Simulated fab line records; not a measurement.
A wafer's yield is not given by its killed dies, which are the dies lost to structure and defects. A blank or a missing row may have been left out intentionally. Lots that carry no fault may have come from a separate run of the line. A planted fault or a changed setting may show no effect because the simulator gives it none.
What tool caused it? | flow n5_finfet | 33 wafers from 11 lots sampled at 5 of the route's 1938 steps

WHAT EACH GAUGE READ, for each wafer
No reading from a measuring or inspecting step in the record can be judged against a usual standard deviation.

WHICH TOOL RAN EACH LOT (tool, then ch and the chambers of the sampled wafers, then the start)
lot  | N5_BEOL_M7_STRIP_19                | N5_BEOL_M7_ETCH_41                 | N5_BEOL_M7_CURE_75            | N5_BEOL_M7_PRE_CLEAN_45      | N5_PASSIVATION_PROBE_49
L831 | rie_diel-06 ch 0,2,3, day 9 16:06  | rie_diel-05 ch 2,3, day 9 17:59    | uv_cure-03 ch 0, day 9 18:28  | pvd_sputter-02, day 9 19:01  | -
L834 | rie_diel-04 ch 0,1,3, day 10 17:38 | rie_diel-04 ch 1,2,3, day 10 19:42 | uv_cure-02 ch 1, day 10 20:32 | pvd_sputter-01, day 10 21:02 | -
L835 | rie_diel-05 ch 0,1,3, day 10 20:28 | rie_diel-05 ch 1,2, day 10 21:17   | uv_cure-02 ch 1, day 10 21:46 | pvd_sputter-02, day 10 22:10 | -
L837 | rie_diel-06 ch 1,3, day 11 02:58   | rie_diel-05 ch 1,3, day 11 05:20   | uv_cure-02 ch 0, day 11 05:52 | pvd_sputter-03, day 11 06:47 | prober-01, day 14 10:27
L836 | rie_diel-05 ch 0,2,3, day 11 23:10 | rie_diel-04 ch 0,2, day 12 02:09   | uv_cure-03 ch 0, day 12 02:34 | pvd_sputter-03, day 12 03:09 | -
L846 | rie_diel-06 ch 1,2,3, day 13 17:14 | rie_diel-06 ch 1,2, day 13 19:41   | uv_cure-02 ch 0, day 13 20:01 | pvd_sputter-02, day 13 20:23 | -
L843 | rie_diel-05 ch 0,1, day 13 17:35   | rie_diel-05 ch 2,3, day 13 20:02   | uv_cure-02 ch 1, day 13 20:21 | pvd_sputter-02, day 13 21:05 | prober-01, day 17 04:29
L848 | rie_diel-05 ch 1,2,3, day 13 21:18 | rie_diel-06 ch 0,2,3, day 13 23:53 | uv_cure-01 ch 2, day 14 00:20 | pvd_sputter-03, day 14 00:44 | -
L852 | rie_diel-05 ch 1,2,3, day 14 21:35 | rie_diel-06 ch 0,1,2, day 14 22:28 | uv_cure-03 ch 0, day 14 22:53 | pvd_sputter-02, day 14 23:27 | -
L851 | rie_diel-05 ch 2,3, day 15 18:07   | rie_diel-04 ch 1,2,3, day 15 19:03 | uv_cure-02 ch 0, day 15 19:25 | pvd_sputter-01, day 15 19:50 | -
L854 | rie_diel-06 ch 0,1, day 16 06:39   | rie_diel-06 ch 0,2,3, day 16 11:19 | uv_cure-03 ch 0, day 16 11:44 | pvd_sputter-01, day 16 13:44 | -
- N5_BEOL_M7_STRIP_19: strips in O2.
- N5_BEOL_M7_ETCH_41: etches SiCN in CH3F/O2, target depth 31.9 nm, time 57.8 s.
- N5_BEOL_M7_CURE_75: cures SiCOH lowk, time 120 s.
- N5_BEOL_M7_PRE_CLEAN_45: time 30 s.
- N5_PASSIVATION_PROBE_49

AS READ BY THE TOOLS THEMSELVES (means over the sampled wafers that have a number; for cases with no such wafer, the mark the record gives instead)
N5_BEOL_M7_STRIP_19. Usual: drypump_motor_current_A 5.9 A, standard deviation 0.39; oes_product_au 0.79 a.u., standard deviation 0.088; rf_vpp_V 3.6 V, standard deviation 0.61; showerhead_plenum_p_Torr 2.12 Torr, standard deviation 0.071; throttle_valve_pct 16.76 %, standard deviation 0.26.
lot  | tool        | drypump_motor_current_A (A) | oes_product_au (a.u.) | rf_vpp_V (V) | showerhead_plenum_p_Torr (Torr) | throttle_valve_pct (%) | flag
L831 | rie_diel-06 | 6.2                         | 0.74                  | 3.5          | 2.12                            | 16.94                  |
L834 | rie_diel-04 | 5.9                         | 0.76                  | 3.3          | 1.99                            | 16.65                  |
L835 | rie_diel-05 | 5.8                         | 0.80                  | 3.8          | 2.18                            | 16.62                  |
L837 | rie_diel-06 | 6.2                         | 0.83                  | 3.5          | 2.13                            | 16.87                  |
L836 | rie_diel-05 | 5.6                         | 0.80                  | 4.1          | 2.16                            | 16.71                  |
L846 | rie_diel-06 | 6.2                         | 0.87                  | 3.7          | 2.12                            | 16.82                  |
L843 | rie_diel-05 | 5.8                         | 0.69                  | 3.5          | 2.15                            | 16.89                  |
L848 | rie_diel-05 | 5.5                         | 0.78                  | 3.6          | 2.16                            | 16.59                  |
L852 | rie_diel-05 | 5.5                         | 0.78                  | 4.0          | 2.16                            | 16.58                  |
L851 | rie_diel-05 | 5.3                         | 0.80                  | 3.2          | 2.13                            | 16.70                  |
L854 | rie_diel-06 | 6.2                         | 0.76                  | 3.1          | 2.10                            | 16.98                  |

N5_BEOL_M7_ETCH_41. Usual: O2_flow_sccm 20.00 sccm, standard deviation 0.066; drypump_motor_current_A 5.9 A, standard deviation 0.41; oes_product_au 0.79 a.u., standard deviation 0.09; rf_vpp_V 297.1 V, standard deviation 1.8; showerhead_plenum_p_Torr 1.98 Torr, standard deviation 0.081; throttle_valve_pct 16.32 %, standard deviation 0.26.
lot  | tool        | O2_flow_sccm (sccm) | drypump_motor_current_A (A) | oes_product_au (a.u.) | rf_vpp_V (V) | showerhead_plenum_p_Torr (Torr) | throttle_valve_pct (%) | flag
L831 | rie_diel-05 | 19.94               | 5.5                         | 0.93                  | 299.3        | 2.09                            | 16.09                  |
L834 | rie_diel-04 | 19.98               | 6.0                         | 0.82                  | 294.7        | 1.91                            | 16.22                  |
L835 | rie_diel-05 | 19.99               | 5.4                         | 0.73                  | 298.0        | 2.04                            | 16.25                  |
L837 | rie_diel-05 | 20.07               | 5.7                         | 0.79                  | 299.5        | 2.08                            | 16.09                  |
L836 | rie_diel-04 | 20.07               | 6.0                         | 0.87                  | 295.3        | 1.93                            | 16.07                  |
L846 | rie_diel-06 | 19.97               | 6.2                         | 0.91                  | 298.2        | 2.03                            | 16.40                  |
L843 | rie_diel-05 | 19.93               | 5.5                         | 0.85                  | 298.8        | 2.08                            | 16.13                  |
L848 | rie_diel-06 | 19.97               | 6.2                         | 0.83                  | 297.6        | 2.01                            | 16.47                  |
L852 | rie_diel-06 | 20.03               | 6.2                         | 0.85                  | 297.5        | 2.02                            | 16.45                  |
L851 | rie_diel-04 | 19.98               | 6.0                         | 0.77                  | 296.1        | 1.90                            | 16.28                  |
L854 | rie_diel-06 | 19.98               | 6.2                         | 0.81                  | 297.1        | 2.00                            | 16.50                  |

N5_BEOL_M7_CURE_75. Usual: lamp_power_pct 52.31 %, standard deviation 0.053; wafer_temp_C_max 371.7, standard deviation 0.66.
lot  | tool       | lamp_power_pct (%) | wafer_temp_C_max | flag
L831 | uv_cure-03 | 52.28              | 371.0            |
L834 | uv_cure-02 | 52.31              | 372.2            |
L835 | uv_cure-02 | 52.33              | 372.4            |
L837 | uv_cure-02 | 52.27              | 371.7            |
L836 | uv_cure-03 | 52.28              | 370.9            |
L846 | uv_cure-02 | 52.29              | 371.5            |
L843 | uv_cure-02 | 52.32              | 371.8            |
L848 | uv_cure-01 | 52.37              | 373.1            |
L852 | uv_cure-03 | 52.27              | 371.0            |
L851 | uv_cure-02 | 52.31              | 371.5            |
L854 | uv_cure-03 | 52.35              | 370.8            |

N5_BEOL_M7_PRE_CLEAN_45. Usual: heater_power_w 335 W, standard deviation 24.
lot  | tool           | heater_power_w (W) | flag
L831 | pvd_sputter-02 | 310                |
L834 | pvd_sputter-01 | 360                |
L835 | pvd_sputter-02 | 308                |
L837 | pvd_sputter-03 | 326                |
L836 | pvd_sputter-03 | 350                |
L846 | pvd_sputter-02 | 327                |
L843 | pvd_sputter-02 | 309                |
L848 | pvd_sputter-03 | 326                |
L852 | pvd_sputter-02 | 297                |
L851 | pvd_sputter-01 | 358                |
L854 | pvd_sputter-01 | 341                |

N5_PASSIVATION_PROBE_49. Usual: defect_limited_yield 91.0 %, standard deviation 1.6; killed_at_M0_to_M3 35, standard deviation 11; killed_at_M4_up 14, standard deviation 5.1; killed_at_contacts 12, standard deviation 6.6; killed_at_front_end 41, standard deviation 12; killed_at_other 4, standard deviation 3; killed_dies 107, standard deviation 19; killed_open 70, standard deviation 15; killed_short 35, standard deviation 8.5; sort_bin_5_function 5.3 %, standard deviation 1; sort_bin_6_memory 3.4 %, standard deviation 0.73; sort_n_pass 1073, standard deviation 19; sort_yield_pct 91.0 %, standard deviation 1.6.
lot  | tool      | defect_limited_yield (%) | killed_at_M0_to_M3 | killed_at_M4_up | killed_at_contacts | killed_at_front_end | killed_at_other | killed_dies | killed_open | killed_short | sort_bin_5_function (%) | sort_bin_6_memory (%) | sort_n_pass | sort_yield_pct (%) | flag
L837 | prober-01 | 90.8                     | 29                 | 14              | 15                 | 46                  | 4               | 109         | 79          | 29           | 5.4                     | 3.5                   | 1071        | 90.8               |
L843 | prober-01 | 90.0                     | 34                 | 10              | 20                 | 53                  | 0               | 118         | 81          | 35           | 6.0                     | 3.5                   | 1062        | 90.0               |

THE ANSWER, worked out from the rows above alone
Rule: a lot is off if the mean of its wafers that have a number lies more than 3 standard deviations from the usual mean. Also off: a lot with no number at a reading for which 4 or more lots have one. The other lots that the step has rows for count as sound. First the gauges in route order, then the tools' own readings, where a lot's mean is used as printed above. The first step at which some lot is off is used, and at that step the reading that is off furthest; a lot without a number counts as furthest.
None of the lots is off at any reading shown; this tells nothing.

WHAT WAS PUT IN BY THE SIMULATOR
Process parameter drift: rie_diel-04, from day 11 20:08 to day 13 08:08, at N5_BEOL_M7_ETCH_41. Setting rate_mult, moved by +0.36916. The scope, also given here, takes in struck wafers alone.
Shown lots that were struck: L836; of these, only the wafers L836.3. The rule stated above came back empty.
